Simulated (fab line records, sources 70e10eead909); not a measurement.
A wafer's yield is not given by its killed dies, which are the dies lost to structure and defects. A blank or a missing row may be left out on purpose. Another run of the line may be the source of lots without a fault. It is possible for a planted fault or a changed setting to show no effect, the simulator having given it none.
fab line records	flow nandHarc	part 2 of 2: steps 34 to 44 of 44
record: lots: 5	wafers: 15	lastDay: 33
route steps=1302 shown P_ZERO_WELL@27 P_STI@69
lots that met no fault: from a run of the same line without faults
startH: hours from the record's first day to the start of the lot's first wafer shown	waitH: time in hours since the lot's previous step	" same as the row above	L1.1+2: a row that stands for several wafers	- value missing, or start not given	* or withheld: withheld	< > ~ a bound
route shown NAME@n: names a module that has steps shown in the file, with the first one's number in the route	usual: average and standard deviation across the fault-free wafers	same: alike in all rows	chamber/n: place in a boat	sites: per-site readings	_std_site: standard deviation of those values	_edge_site: outer sites' mean less inner sites'	radiusMm: for every site, how far away it sits from the centre of the wafer	mask NAME#n: copy n	behind: the most recent tool/chamber to have shaped the wafer	hold: reason for holding the lot/hours on hold/outcome of the hold	device: whichever transistor did not switch (one of n, p or np)	end of line: tests of these same wafers at the route's end	a step with no rows: only its recipe	killed: the dies lost at the first sort to structure and to defects; this is not the yield of the wafer	map: a wafer's dies, x killed, . not, _ none there
set.NAME: setting as actually run; set.NAME@STEP: the setting as run at that earlier step	model.NAME: the simulator's own value behind a step, which no gauge read
certain route steps with their lots: each step a table, each wafer a row
services: from which hour (startH, from the record's first day; less than 0 if before it) a tool's chamber was out of use, for how many hours, and why
== steps ==
step: NHARC_P_ZERO_WELL_HARDBAKE_53
recipe: tempC: 125	timeS: 80
usual: plateTempC: 125.00/0.14
lot.wafer	tool	chamber	startH	waitH	plateTempC
L075.2	lithoTrack-07	0	35.90	-	125.05
L075.3	"	0	"	"	124.90
L075.4	"	0	"	"	124.92
L076.4	lithoTrack-03	0	46.22	-	125.06
L076.5	"	0	"	"	124.95
L076.6	"	0	"	"	124.93
L086.1	lithoTrack-05	0	146.44	-	124.89
L086.3	"	0	"	"	124.83
L086.5	"	0	"	"	124.69
L093.1	lithoTrack-05	0	215.66	-	124.88
L093.3	"	0	"	"	124.96
L093.5	"	0	"	"	124.93
L097.1	lithoTrack-03	0	255.83	-	124.96
L097.3	"	0	"	"	124.98
L097.5	"	0	"	"	125.08
step: NHARC_P_ZERO_WELL_DESCUM_54
recipe: timeS: 3	o2FlowSccm: 200	arFlowSccm: 0	biasPowerW: 0	chemistry: O2
usual: drypumpMotorCurrentA: 5.8/0.58	oesProductAu: 0.999/0.0081	rfVppV: 57.6/0.84	showerheadPlenumPTorr: 1.86/0.06	throttleValvePct: 11.311/0.0077
lot.wafer	tool	chamber	startH	waitH	drypumpMotorCurrentA	oesProductAu	rfHoursCounterH	rfVppV	showerheadPlenumPTorr	throttleValvePct
L075.4	rieDiel-04	2	35.98	-	6.0	1.003	2	57.2	1.86	11.297
L075.3	"	3	"	"	5.4	0.992	2	56.9	1.91	11.317
L075.2	"	1	"	"	4.9	0.999	2	56.6	1.88	11.323
L076.4	rieDiel-04	2	46.31	-	6.0	1.006	5	57.4	1.86	11.313
L076.6	"	1	"	"	4.9	0.997	-	56.3	1.88	11.315
L076.5	"	2	"	"	6.1	1.001	-	57.6	1.85	11.311
L086.1	rieDiel-07	2	146.54	-	6.2	0.996	9	58.0	1.80	11.314
L086.3	"	0	"	"	6.4	0.985	-	56.9	1.81	11.316
L086.5	"	2	"	"	6.2	0.993	-	58.1	1.80	11.307
L093.3	rieDiel-04	2	215.74	-	6.0	1.006	7	57.1	1.84	11.299
L093.1	"	0	"	"	5.4	0.994	6	57.9	1.80	11.312
L093.5	"	3	"	"	5.4	1.005	-	56.7	1.89	11.308
L097.3	rieDiel-06	0	255.93	-	4.8	1.002	40	56.9	1.83	11.312
L097.1	"	1	"	"	5.9	1.014	38	57.0	1.77	11.307
L097.5	"	2	"	"	6.3	1.010	-	58.6	1.98	11.325
step: NHARC_P_ZERO_WELL_IMPLANT_55
recipe: energyKev: 180	doseCm2: 8e+11	tiltDeg: 7
lot.wafer	tool	chamber	startH	waitH
L075.2+3+4	implanter-01	0	36.15	0.1
L076.4+5+6	implanter-01	0	46.53	0.2
L086.1+3+5	implanter-01	0	146.74	0.2
L093.1+3+5	implanter-02	0	215.89	0.1
L097.1+3+5	implanter-01	0	256.05	0.1
step: NHARC_P_ZERO_WELL_IMPLANT_61
recipe: energyKev: 30	doseCm2: 5e+11	tiltDeg: 7
lot.wafer	tool	chamber	startH	waitH
L075.2+3+4	implanter-01	0	36.34	0.2
L076.4+5+6	implanter-01	0	46.71	0.2
L086.1+3+5	implanter-01	0	146.92	0.1
L093.1+3+5	implanter-02	0	216.07	0.1
L097.1+3+5	implanter-01	0	256.23	0.1
step: NHARC_P_ZERO_WELL_STRIP_56
recipe: timeS: 840	tempC: 130	chemistry: SPM
lot.wafer	tool	chamber	startH	waitH
L075.2+3+4	wetBench-05	1,3,4	36.53	0.2
L076.5+6+4	wetBench-03	7,1,2	46.83	0.1
L086.3+5+1	wetBench-03	5,7,0	147.15	0.1
L093.3+5+1	wetBench-05	6,1,2	216.28	0.1
L097.1+5+3	wetBench-06	4,7,0	256.45	0.2
step: NHARC_P_ZERO_WELL_PRECLEAN_68
recipe: timeS: 60	tempC: 50	bathAgeMin: 0	chemistry: SC1
usual: diwFlowMLMin: 1416/4	sc1H2o2EndMolL: 0.3698/0.00071
lot.wafer	tool	chamber	startH	waitH	diwFlowMLMin	sc1H2o2EndMolL
L075.2	wetBench-05	1	-	-	1420	0.3705
L075.3	"	3	"	"	1420	0.3691
L075.4	"	4	"	"	1413	0.3706
L076.5	wetBench-03	7	-	-	1423	0.3693
L076.6	"	1	"	"	1420	0.3691
L076.4	"	2	"	"	1413	0.3703
L086.3	wetBench-03	5	-	-	1416	0.3703
L086.5	"	7	"	"	1407	0.3689
L086.1	"	0	"	"	1418	0.3708
L093.3	wetBench-05	6	-	-	1413	0.3687
L093.5	"	1	"	"	1410	0.3687
L093.1	"	2	"	"	1418	0.3701
L097.1	wetBench-06	4	-	-	1410	0.3702
L097.5	"	7	"	"	1411	0.3690
L097.3	"	0	"	"	1420	0.3692
step: NHARC_P_ZERO_WELL_SRD_69
lot.wafer	tool	chamber	startH	waitH
L075.2+3+4	wetBench-05	1,3,4	-	-
L076.5+6+4	wetBench-03	7,1,2	-	-
L086.3+5+1	wetBench-03	5,7,0	-	-
L093.3+5+1	wetBench-05	6,1,2	-	-
L097.1+5+3	wetBench-06	4,7,0	-	-
step: NHARC_P_ZERO_WELL_RTA_42
recipe: tempC: 1100	timeS: 300
usual: lampPowerPct: 39.4/2.1	lamp_zone_4_pct: 39.4/2.1	lamp_zone_6_pct: 39.3/2	wafer_temp_C_max: 1105.5/1
lot.wafer	tool	chamber	startH	waitH	lampPowerPct	lamp_zone_4_pct	lamp_zone_6_pct	wafer_temp_C_max
L075.2	rtpAnneal-01	0	37.08	-	36.5	36.5	36.4	1103.3
L075.3	"	0	"	"	36.5	36.5	36.5	1105.1
L075.4	"	0	"	"	36.4	36.5	36.5	1105.6
L076.4	rtpAnneal-01	0	47.60	-	36.5	36.5	36.4	1105.7
L076.5	"	0	"	"	36.5	36.5	36.4	1104.2
L076.6	"	0	"	"	36.5	36.5	36.4	1104.6
L086.1	rtpAnneal-02	0	147.58	-	40.8	40.8	40.7	1105.1
L086.3	"	0	"	"	40.8	40.8	40.7	1107.0
L086.5	"	0	"	"	40.7	40.8	40.8	1104.6
L093.1	rtpAnneal-01	0	216.72	-	36.5	36.5	36.5	1104.4
L093.3	"	0	"	"	36.5	36.5	36.5	1106.3
L093.5	"	0	"	"	36.5	36.4	36.5	1104.9
L097.1	rtpAnneal-02	0	256.89	-	40.8	40.8	40.8	1103.6
L097.3	"	0	"	"	40.9	40.9	40.8	1105.8
L097.5	"	0	"	"	40.9	40.8	40.9	1104.2
step: NHARC_P_ZERO_WELL_INSPECT_43
usual: rawDefectCount: 13/6.3
lot.wafer	tool	chamber	startH	waitH	rawDefectCount
L075.2	defectInspect-02	-	37.66	0.5	18
L075.3	"	-	"	"	9
L075.4	"	-	"	"	12
L076.4	defectInspect-01	-	47.95	0.2	20
L076.5	"	-	"	"	11
L076.6	"	-	"	"	24
L086.1	defectInspect-02	-	148.25	0.6	8
L086.3	"	-	"	"	8
L086.5	"	-	"	"	16
L093.1	defectInspect-02	-	218.05	1.1	1
L093.3	"	-	"	"	5
L093.5	"	-	"	"	2
L097.1	defectInspect-01	-	257.56	0.6	12
L097.3	"	-	"	"	20
L097.5	"	-	"	"	19
step: NHARC_P_STI_ETCH_26
recipe: targetDepthA: 110	chemistry: dHF	material: SiO2
lot.wafer	tool	chamber	startH	waitH
L075.3+4+2	wetBench-01	0,2,3	37.73	0.1
L076.4+5+6	wetBench-07	6,1,2	48.02	0.1
L086.5+3+1	wetBench-07	4,5,1	148.30	0.0
L093.1+3+5	wetBench-07	4,6,0	218.11	0.1
L097.3+1+5	wetBench-07	4,5,0	257.61	0.0
step: NHARC_P_STI_PRECLEAN_27
recipe: timeS: *	tempC: 50	bathAgeMin: 0	chemistry: SC1
usual: diwFlowMLMin: 1415/4.5	sc1H2o2EndMolL: 0.3697/0.00066
lot.wafer	tool	chamber	startH	waitH	diwFlowMLMin	sc1H2o2EndMolL
L075.3	wetBench-01	0	37.78	0.0	1406	0.3712
L075.4	"	2	"	"	1416	0.3699
L075.2	"	3	"	"	1418	0.3701
L076.4	wetBench-07	6	48.07	0.0	1418	0.3711
L076.5	"	1	"	"	1422	0.3708
L076.6	"	2	"	"	1419	0.3691
L086.5	wetBench-07	4	148.37	0.1	1412	0.3681
L086.3	"	5	"	"	1422	0.3699
L086.1	"	1	"	"	1413	0.3702
L093.1	wetBench-07	4	218.17	0.0	1411	0.3699
L093.3	"	6	"	"	1418	0.3698
L093.5	"	0	"	"	1411	0.3690
L097.3	wetBench-07	4	257.68	0.1	1418	0.3694
L097.1	"	5	"	"	1424	0.3693
L097.5	"	0	"	"	1420	0.3699
== services ==
tool	chamber	startH	hours	kind
rieDiel-06	3	10.78	8.9	repair
implanter-02	-	10.91	1.5	repair
rieDiel-04	-	13.78	9.0	pm
implanter-01	-	16.83	3.6	repair
wetBench-06	-	17.60	8.0	pm
wetBench-03	-	34.41	8.0	pm
rieDiel-06	2	51.78	8.6	repair
rieDiel-06	1	59.78	8.3	repair
lithoTrack-07	-	76.00	7.0	pm
wetBench-05	-	84.80	8.0	pm
lithoTrack-03	-	100.00	7.0	pm
wetBench-06	-	107.43	1.4	repair
implanter-01	-	121.51	2.6	repair
lithoTrack-05	-	124.00	7.0	pm
implanter-02	-	146.00	13.0	pm
wetBench-06	-	155.74	3.3	repair
wetBench-07	-	160.10	8.0	pm
wetBench-06	-	193.60	8.0	pm
wetBench-07	-	201.19	3.7	repair
implanter-02	-	207.12	1.7	repair
wetBench-03	-	210.41	8.0	pm
implanter-02	-	234.32	11.0	repair
implanter-01	-	246.13	0.7	repair
lithoTrack-07	-	251.00	7.0	pm
